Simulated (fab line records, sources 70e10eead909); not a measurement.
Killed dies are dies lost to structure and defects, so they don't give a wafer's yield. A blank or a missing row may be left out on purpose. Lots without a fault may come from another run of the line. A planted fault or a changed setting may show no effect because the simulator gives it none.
Which tool did it? | flow nand_harc | 13 lots, 38 wafers sampled, at 5 steps of a route of 1302

WHAT THE GAUGES READ, wafer by wafer
NHARC_A_BONDPAD_OVL_MEAS_35.
lot  | measured     | on         | overlay_x_nm (nm) | overlay_y_nm (nm)
L576 | day 23 16:58 | overlay-02 | -7 -7 -7          | -3 -3 -3
L577 | day 23 18:49 | overlay-02 | 0 0 0             | -3 -4 -3
L581 | day 24 14:52 | overlay-02 | 0 0 0             | -1 -1 0
L580 | day 24 21:46 | overlay-02 | 0 0 0             | 3 3 3
L583 | day 26 20:19 | overlay-02 | 7 7 7             | 7 6 7
L584 | day 27 01:20 | overlay-01 | 3 2 3             | 10 10 10
L586 | day 27 15:40 | overlay-02 | -6 -6 -6          | -6 -6 -6
L589 | day 28 13:32 | overlay-02 | 7 7 7             | 5 5 5
L590 | day 28 20:39 | overlay-02 | -8 -8             | -15 -16
L588 | day 29 00:26 | overlay-01 | -10 -11 -11       | -4 -5 -4
L598 | day 32 18:00 | overlay-01 | -7 -7 -8          | 10 10 9
L597 | day 33 02:42 | overlay-02 | 6 6 6             | 2 2 1
L596 | day 33 06:56 | overlay-02 | 5 6 6             | -7 -8 -7

NHARC_END_SORT_01.
lot  | measured     | on        | killed_at_array | killed_at_other | killed_at_periphery | killed_dies | killed_open | killed_short
L590 | day 30 05:19 | prober-02 | 289 44          | 0 0             | 2 0                 | 291 44      | 6 6         | 1 3
L588 | day 30 04:30 | prober-01 | 47 239 41       | 0 1 0           | 4 1 5               | 51 241 46   | 4 1 0       | 4 4 5

WHICH TOOL RAN EACH LOT (tool, then ch and the chambers of the sampled wafers, then the start)
lot  | NHARC_A_WL_FILL_CVD_03        | NHARC_A_M1_DEP_33               | NHARC_A_BONDPAD_ETCH_12
L576 | cvd_w-02 ch 0,1, day 20 23:01 | pecvd-02 ch 0,2, day 23 15:14   | rie_diel-09 ch 0,3, no start
L577 | cvd_w-02 ch 0,1, day 21 03:02 | pecvd-02 ch 1,2, day 23 17:04   | rie_diel-01 ch 0,2,3, no start
L581 | cvd_w-02 ch 0,1, day 21 21:06 | pecvd-04 ch 0,2, day 24 13:03   | rie_diel-01 ch 0,2,3, no start
L580 | cvd_w-02 ch 0,1, day 22 08:33 | pecvd-01 ch 0,1,2, day 24 20:06 | rie_diel-04 ch 1,2, no start
L583 | cvd_w-02 ch 0,1, day 23 23:14 | pecvd-01 ch 0,1,2, day 26 18:30 | rie_diel-09 ch 0,2,3, no start
L584 | cvd_w-02 ch 0,1, day 24 04:41 | pecvd-02 ch 1,2, day 26 23:28   | rie_diel-04 ch 0,1,2, no start
L586 | cvd_w-01 ch 0,1, day 24 21:01 | pecvd-02 ch 0,2, day 27 13:51   | rie_diel-09 ch 1,2, no start
L589 | cvd_w-01 ch 1, day 25 21:40   | pecvd-02 ch 0,2, day 28 11:43   | rie_diel-09 ch 2,3, no start
L590 | cvd_w-02 ch 0,1, day 26 05:55 | pecvd-04 ch 0,2, day 28 18:47   | rie_diel-09 ch 0,2, day 30 05:19 or earlier
L588 | cvd_w-02 ch 0,1, day 26 10:47 | pecvd-01 ch 0,2, day 28 22:39   | rie_diel-04 ch 0,2, day 30 04:30 or earlier
L598 | cvd_w-01 ch 0,1, day 29 10:35 | pecvd-01 ch 0,1,2, day 32 03:59 | rie_diel-09 ch 1,3, no start
L597 | cvd_w-01 ch 0,1, day 29 14:56 | pecvd-04 ch 1,2, day 33 00:50   | rie_diel-04 ch 1,2, no start
L596 | cvd_w-01 ch 0,1, day 30 04:14 | pecvd-01 ch 0,1, day 33 05:07   | rie_diel-09 ch 0,2, no start
- NHARC_A_WL_FILL_CVD_03: deposits W, target thk 40 nm, time 279 s.
- NHARC_A_M1_DEP_33: deposits SiCN, target thk 30 nm.
- NHARC_A_BONDPAD_ETCH_12: etches the open film in CHF3/O2, target depth 220 nm, time 110 s.

WHAT THE TOOLS THEMSELVES READ (means of the sampled wafers that have a number; where no wafer has one, the mark that the record gives instead)
NHARC_A_WL_FILL_CVD_03.
lot  | tool     | heater_power_w (W) | throttle_valve_pct (%)
L576 | cvd_w-02 | 459                | 7.97
L577 | cvd_w-02 | 460                | 8.07
L581 | cvd_w-02 | 456                | 7.88
L580 | cvd_w-02 | 458                | 8.19
L583 | cvd_w-02 | 457                | 7.91
L584 | cvd_w-02 | 457                | 8.00
L586 | cvd_w-01 | 474                | 7.46
L589 | cvd_w-01 | 473                | 7.55
L590 | cvd_w-02 | 454                | 7.92
L588 | cvd_w-02 | 450                | 8.04
L598 | cvd_w-01 | 474                | 7.40
L597 | cvd_w-01 | 473                | 7.54
L596 | cvd_w-01 | 466                | 7.52

NHARC_A_M1_DEP_33.
lot  | tool     | heater_power_w (W)
L576 | pecvd-02 | 475
L577 | pecvd-02 | 496
L581 | pecvd-04 | 642
L580 | pecvd-01 | 587
L583 | pecvd-01 | 587
L584 | pecvd-02 | 547
L586 | pecvd-02 | 495
L589 | pecvd-02 | 485
L590 | pecvd-04 | 590
L588 | pecvd-01 | 559
L598 | pecvd-01 | 574
L597 | pecvd-04 | 670
L596 | pecvd-01 | 634

NHARC_A_BONDPAD_ETCH_12.
lot  | tool        | chamber_pressure_mTorr (mTorr) | drypump_motor_current_A (A) | oes_product_au (a.u.) | rf_vpp_V (V) | showerhead_plenum_p_Torr (Torr) | throttle_valve_pct (%)
L576 | rie_diel-09 | 24.994                         | 6.1                         | 0.965                 | 372.7        | 2.49                            | 20.572
L577 | rie_diel-01 | 25.000                         | 5.8                         | 0.933                 | 369.7        | 2.37                            | 20.576
L581 | rie_diel-01 | 24.975                         | 5.8                         | 0.974                 | 372.5        | 2.49                            | 20.578
L580 | rie_diel-04 | 24.989                         | 6.1                         | 0.926                 | 372.4        | 2.45                            | 20.562
L583 | rie_diel-09 | 24.994                         | 5.8                         | 0.918                 | 371.9        | 2.45                            | 20.570
L584 | rie_diel-04 | 24.983                         | 6.2                         | 0.936                 | 371.4        | 2.45                            | 20.579
L586 | rie_diel-09 | 24.993                         | 5.9                         | 0.949                 | 369.6        | 2.38                            | 20.575
L589 | rie_diel-09 | 24.993                         | 5.8                         | 0.954                 | 370.8        | 2.41                            | 20.573
L590 | rie_diel-09 | 25.010                         | 5.6                         | 0.967                 | 371.1        | 2.44                            | 20.570
L588 | rie_diel-04 | 24.995                         | 6.1                         | 0.918                 | 372.6        | 2.47                            | 20.574
L598 | rie_diel-09 | 25.010                         | 6.2                         | 0.925                 | 371.4        | 2.42                            | 20.582
L597 | rie_diel-04 | 25.010                         | 6.1                         | 0.918                 | 371.5        | 2.44                            | 20.550
L596 | rie_diel-09 | 24.999                         | 5.8                         | 0.967                 | 373.1        | 2.49                            | 20.560

THE ANSWER, worked out from the rows above alone
Rule: what is usual is taken from the lots themselves. Put in order of their means at a reading, lots are off if they are a third of the lots or fewer, leave a main group of 4 or more, and stand apart from it by a gap of 3 or more times the standard deviation of the main group's means; of several such gaps the widest counts. A main group whose means are all the same, to the digits that the tables above print for the reading, isn't used. A lot without any number at a reading at which 4 lots or more have one is off too. The other lots that the step has rows for count as sound. The gauges are gone through in route order, then the tools' own readings, and for those a lot's mean is taken as printed above. The first step at which some lot is off is used, and at that step the reading that is off furthest; a lot without a number counts as furthest.
No lot is off at any reading shown: from this, nothing can be told.

WHAT THE SIMULATOR HAD PUT IN
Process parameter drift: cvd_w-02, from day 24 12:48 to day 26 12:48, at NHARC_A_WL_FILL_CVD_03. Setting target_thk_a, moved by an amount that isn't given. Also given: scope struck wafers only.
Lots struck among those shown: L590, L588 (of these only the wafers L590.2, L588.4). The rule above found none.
